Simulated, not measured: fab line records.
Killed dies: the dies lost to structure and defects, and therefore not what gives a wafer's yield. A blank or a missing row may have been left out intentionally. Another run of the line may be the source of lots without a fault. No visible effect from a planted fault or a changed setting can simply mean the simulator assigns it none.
Chamber matching	flow nand harc	NHARC_A_STAIRCASE_TRIM_196 on rie diel-09 has 4 sister chambers
The step chemistry O2, time 211.2 s. 4 wafers are shown with their chamber, then 7 later ones without.

## WAFERS, EACH WITH ITS CHAMBER
wafer	chamber	showerhead plenum p Torr (Torr)
L415.3	1	3.60
L412.4	3	3.67
L426.2	2	3.52
L426.4	0	3.31

## WAFERS WITHOUT THEIR CHAMBER
wafer	showerhead plenum p Torr (Torr)
L426.5	3.58
L430.1	3.51
L430.2	3.30
L430.5	3.56
L432.3	3.64
L432.5	3.29
L432.6	3.64

## THE CHAMBER EACH PASSED THROUGH
wafer	from the rows above	in truth
L426.5	can't be placed: 1 or 2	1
L430.1	2	2
L430.2	0	0
L430.5	can't be placed: 1 or 2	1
L432.3	can't be placed: 3 or 1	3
L432.5	0	0
L432.6	can't be placed: 3 or 1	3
3 of 7 placed correctly. From these rows, 4 cannot be placed; in 4 the true chamber is one of the candidates. 0 placed wrongly.
How it was worked out, from the rows above alone: a wafer's distance from a chamber is the root of the sum, over the readings, of the square of ((its reading less the chamber's mean) divided by the reading's scatter). If the next closest chamber is less than 2 further off than the closest, the wafer can't be placed; otherwise it belongs to the closest. The mean given for a chamber averages the wafers shown for that chamber. The scatter: with one shown wafer a chamber, the root of the mean of the squares of how far each hidden wafer lies from its nearest shown one.
